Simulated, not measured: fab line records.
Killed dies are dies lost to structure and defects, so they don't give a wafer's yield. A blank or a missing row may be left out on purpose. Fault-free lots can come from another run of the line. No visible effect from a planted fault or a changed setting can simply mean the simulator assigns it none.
Split-lot study | flow n5Finfet | on a route of 1938 steps: 7 lots, 39 wafers read

== SPLIT DETAILS ==
At N5_BEOL_M3_PECVD_72 (deposits SiO2 from TEOS/O2, target thk 16 nm, time 18 s), the setting timeS was moved away from the recipe's 18 s on 12 of the 39 wafers read, by -41.2% to +53.7%. The other wafers ran this setting at the recipe's value.

== FROM THE SPLIT TO THE READING: what the file shows between them, 3 steps ==
- N5_BEOL_M3_HM_DEP_02: deposits TiN, target thk 20 nm
- N5_BEOL_M3_COAT_61: time 60 s, resist thk 60 nm
- N5_BEOL_M3_STRIP_97: strips in N2/H2, time 10 s

== THE READING ==
SiO2_of_BEOL_M3_PECVD_72.thkNm (the simulator's own value, which no gauge read), in nm, at N5_BEOL_M3_HM_STRIP_39 (strips TiN in peroxide tin strip, target depth 25 nm, time 158 s). No usual value for it is given in the file. Across the 27 wafers here that went through the recipe, the average is 15.8 nm and the standard deviation 0.3 nm.

wafer  | tool, chamber at the split | timeS as run, s | against the recipe | SiO2_of_BEOL_M3_PECVD_72.thkNm, nm | against lot-mates on the recipe
L074.1 | pecvd-02, 0                | 18              | recipe             | 15.8                               | -
L074.2 | pecvd-02, 1                | 18              | recipe             | 15.4                               | -
L074.3 | pecvd-02, 2                | 18              | recipe             | 15.4                               | -
L074.4 | pecvd-02, 2                | 10.59           | -41.2%             | 9.4                                | -6.1
L074.5 | pecvd-02, 1,0              | 10.59           | -41.2%             | 9                                  | -6.5
L074.6 | pecvd-02, 1,0              | 10.59           | -41.2%             | 9                                  | -6.5
L079.2 | pecvd-03, 2                | 18              | recipe             | 15                                 | -
L079.5 | pecvd-03, 2                | 18              | recipe             | 15.6                               | -
L079.6 | pecvd-03, 1                | 18              | recipe             | 16                                 | -
L086.1 | pecvd-02, 1                | 18              | recipe             | 15.6                               | -
L086.2 | pecvd-02, 0,2              | 18              | recipe             | 15.8                               | -
L086.3 | pecvd-02, 0,2              | 18              | recipe             | 15.8                               | -
L086.5 | pecvd-02, 1                | 18              | recipe             | 15.8                               | -
L086.4 | pecvd-02, 0                | 18              | recipe             | 16.2                               | -
L086.6 | pecvd-02, 2                | 18              | recipe             | 16                                 | -
L090.1 | pecvd-02, 2,1              | 18              | recipe             | 16.2                               | -
L090.5 | pecvd-02, 2,1              | 18              | recipe             | 16.2                               | -
L090.2 | pecvd-02, 0                | 24.28           | +34.9%             | 21.8                               | +5.5
L090.3 | pecvd-02, 1                | 24.28           | +34.9%             | 21.4                               | +5.1
L090.4 | pecvd-02, 2                | 18              | recipe             | 16.4                               | -
L090.6 | pecvd-02, 0                | 24.28           | +34.9%             | 22.2                               | +5.9
L091.1 | pecvd-01, 1                | 18              | recipe             | 16                                 | -
L091.4 | pecvd-01, 1                | 18              | recipe             | 16                                 | -
L091.2 | pecvd-01, 0                | 27.36           | +52.0%             | 23.6                               | +7.5
L091.3 | pecvd-01, 0                | 27.36           | +52.0%             | 24.2                               | +8.1
L091.6 | pecvd-01, 0                | 27.36           | +52.0%             | 24.2                               | +8.1
L091.5 | pecvd-01, 1                | 18              | recipe             | 16.2                               | -
L092.1 | pecvd-02, 0                | 18              | recipe             | 15.8                               | -
L092.2 | pecvd-02, 2,2,1            | 18              | recipe             | 15.8                               | -
L092.4 | pecvd-02, 2,2,1            | 18              | recipe             | 15.8                               | -
L092.5 | pecvd-02, 2,2,1            | 18              | recipe             | 15.8                               | -
L092.3 | pecvd-02, 1                | 18              | recipe             | 15.4                               | -
L092.6 | pecvd-02, 0                | 18              | recipe             | 16                                 | -
L093.1 | pecvd-01, 1                | 18              | recipe             | 15.6                               | -
L093.2 | pecvd-01, 0                | 18              | recipe             | 16                                 | -
L093.3 | pecvd-01, 0                | 18              | recipe             | 16                                 | -
L093.4 | pecvd-01, 1                | 27.66           | +53.7%             | 24.4                               | +8.5
L093.5 | pecvd-01, 1                | 27.66           | +53.7%             | 24.6                               | +8.7
L093.6 | pecvd-01, 0                | 27.66           | +53.7%             | 24.2                               | +8.3
The file does not say which wafer passed through which chamber wherever a row lists several chambers: such a row stands for several wafers.

THE FIT
A straight line over all 39 wafers: SiO2_of_BEOL_M3_PECVD_72.thkNm changes by +0.161 nm for each +1% of timeS; r = +1.00; the points scatter about the line by 0.32 nm.
The same after taking each lot's own level away (the mean of its wafers on the recipe; 39 wafers): +0.156 nm for each +1%; r = +1.00; scatter 0.24 nm.
According to that fit, moving timeS by its largest amount changes the reading by 8.4 nm.
From 15.53 to 16.27 nm: that is the span of the lots' own levels, equal to 2.4 times the standard deviation above.
The two slopes agree, so the slope changes little with the lot-to-lot level.
Check: for one of the wafers moved furthest among these (+53.7%), held out of the fit, the line's prediction against its lot-mates is +8.36 nm. Against them it came out at +8.53 nm.

== ADDITIONAL SPLITS CARRIED BY THESE WAFERS ==
Note: prior to the reading, these wafers also went through further splits. Each is held against what the fit with the lots' levels taken away leaves over:
other split on the same wafers                  | wafers away from the commonest value | r with SiO2_of_BEOL_M3_PECVD_72.thkNm (lot level and that fit taken away)
N5_PMOS_HMC_CHANNEL_EPI_DEVELOP_08 developTimeS | 12                                   | -0.10
N5_SD_EPI_N_ETCH_16 targetDepthA                | 15                                   | +0.01
N5_BEOL_M0_SAQP_ETCH_106 targetDepthA           | 15                                   | -0.18

== THE WHOLE CHAIN: every reading that the file lists as answering this split, in the file's order ==
step                   | what it does                                                     | reading                                                                         | change (the file's fit)               | r (the file's)
N5_BEOL_M3_PECVD_72    | deposits SiO2 from TEOS/O2, target thk 16 nm, time 18 s          | SiO2_of_BEOL_M3_PECVD_72.thkNm (the simulator's own value, which no gauge read) | +0.155 nm for each +1% of the setting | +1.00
N5_BEOL_M3_HM_STRIP_39 | strips TiN in peroxide tin strip, target depth 25 nm, time 158 s | SiO2_of_BEOL_M3_PECVD_72.thkNm (the simulator's own value, which no gauge read) | +0.156 nm for each +1% of the setting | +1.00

== THE FILE'S OWN FIT ==
SiO2_of_BEOL_M3_PECVD_72.thkNm changes by +0.156 nm for each +1% of timeS, r = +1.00.
